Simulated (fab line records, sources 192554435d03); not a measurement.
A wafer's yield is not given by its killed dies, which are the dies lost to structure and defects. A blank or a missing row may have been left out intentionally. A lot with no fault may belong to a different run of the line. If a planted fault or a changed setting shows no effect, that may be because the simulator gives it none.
Split-lot study + flow n5 finfet + 21 wafers read across 7 lots, on a route 1938 steps long

== ABOUT THE SPLIT ==
At N5_MOL_CONTACT_COAG_COAT_02 (resist thk 30 nm), the setting spin rpm was moved away from the recipe's 1500 rpm on 13 of the 21 wafers read, by -7.6% to +9.7%. This setting was run at the recipe's value on the other wafers.

The split's own step is where the reading is taken.

== THE READING ==
CAR-EUV_of_MOL_CONTACT_COAG_COAT_02.thk nm (the simulator's own value, which no gauge read), in nm, at N5_MOL_CONTACT_COAG_COAT_02 (resist thk 30 nm). No usual value for it is given in the file. Across the 8 wafers here that went through the recipe, the average is 30.0 nm and the standard deviation 0.1 nm.

| wafer  | tool, chamber at the split | spin rpm as run, rpm | against the recipe | CAR-EUV_of_MOL_CONTACT_COAG_COAT_02.thk nm, nm | against lot-mates on the recipe |
|--------|----------------------------|----------------------|--------------------|------------------------------------------------|---------------------------------|
| L083.3 | litho track-01, 0          | 1500                 | recipe             | 30                                             | -                               |
| L083.4 | litho track-01, 0          | 1500                 | recipe             | 30                                             | -                               |
| L083.5 | litho track-01, 0          | 1500                 | recipe             | 30                                             | -                               |
| L086.1 | litho track-04, 0          | 1500                 | recipe             | 30                                             | -                               |
| L086.2 | litho track-04, 0          | 1412                 | -5.9%              | 30.8                                           | +0.8                            |
| L086.5 | litho track-04, 0          | 1412                 | -5.9%              | 31                                             | +1.0                            |
| L087.1 | litho track-04, 0          | 1500                 | recipe             | 30                                             | -                               |
| L087.6 | litho track-04, 0          | 1500                 | recipe             | 30                                             | -                               |
| L087.2 | litho track-04, 0          | 1500                 | recipe             | 30.2                                           | -                               |
| L089.3 | litho track-04, 0          | 1646                 | +9.7%              | 28.6                                           | -1.2                            |
| L089.6 | litho track-04, 0          | 1646                 | +9.7%              | 28.6                                           | -1.2                            |
| L089.5 | litho track-04, 0          | 1500                 | recipe             | 29.8                                           | -                               |
| L090.2 | litho track-05, 0          | 1630                 | +8.7%              | 28.8                                           | no lot-mate on the recipe       |
| L090.3 | litho track-05, 0          | 1630                 | +8.7%              | 28.8                                           | no lot-mate on the recipe       |
| L090.6 | litho track-05, 0          | 1630                 | +8.7%              | 28.8                                           | no lot-mate on the recipe       |
| L092.1 | litho track-01, 0          | 1386                 | -7.6%              | 31.2                                           | no lot-mate on the recipe       |
| L092.2 | litho track-01, 0          | 1386                 | -7.6%              | 31.2                                           | no lot-mate on the recipe       |
| L092.5 | litho track-01, 0          | 1386                 | -7.6%              | 31.2                                           | no lot-mate on the recipe       |
| L096.1 | litho track-05, 0          | 1427                 | -4.9%              | 30.8                                           | no lot-mate on the recipe       |
| L096.3 | litho track-05, 0          | 1427                 | -4.9%              | 30.8                                           | no lot-mate on the recipe       |
| L096.5 | litho track-05, 0          | 1427                 | -4.9%              | 30.8                                           | no lot-mate on the recipe       |

THE FIT
A straight line over all 21 wafers: CAR-EUV_of_MOL_CONTACT_COAG_COAT_02.thk nm changes by -0.148 nm for each +1% of spin rpm; r = -1.00; the points scatter about the line by 0.082 nm.
The same after taking each lot's own level away (the mean of its wafers on the recipe; 12 wafers): -0.132 nm for each +1%; r = -0.99; scatter 0.088 nm.
That fit puts the effect of the largest move of spin rpm on the reading at 1.3 nm.
From 29.80 to 30.07 nm: that is the span of the lots' own levels, equal to 2.7 times the standard deviation above.
In other words, the slope is changed by the lot-to-lot level; the two fits disagree.
Check: with one of the wafers moved furthest among these (+9.7%) left out of the fit, the line predicts -1.29 nm for it against its lot-mates. It came out at -1.2 nm against them.

== OTHER SPLITS APPLIED TO THESE WAFERS ==
Other splits were also applied to these wafers ahead of the reading. Each is held against what the fit with the lots' levels taken away leaves over:
| other split on the same wafers            | wafers away from the commonest value | r with CAR-EUV_of_MOL_CONTACT_COAG_COAT_02.thk nm (lot level and that fit taken away) |
|-------------------------------------------|--------------------------------------|---------------------------------------------------------------------------------------|
| N5_ZERO_LAYER_PECVD_02 time s             | 6                                    | +0.09                                                                                 |
| N5_PMOS_HMC_CHANNEL_EPI_EXPOSE_06 dose mj | 9                                    | +0.34                                                                                 |
| N5_PMOS_HMC_CHANNEL_EPI_PEB_07 peb time s | 2                                    | -0.26                                                                                 |
| N5_DUMMY_GATE_COAT_28 spin rpm            | 8                                    | +0.44                                                                                 |
| N5_DUMMY_GATE_EXPOSE_12 dose mj           | 7                                    | -0.08                                                                                 |
| N5_SDB_EXPOSE_08 dose mj                  | 6                                    | -0.49                                                                                 |
| N5_HKMG_FIN_EXPOSE_09 dose mj             | 5                                    | +0.42                                                                                 |

== THE FILE'S OWN FIT ==
CAR-EUV_of_MOL_CONTACT_COAG_COAT_02.thk nm changes by -0.131 nm for each +1% of spin rpm, r = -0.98.
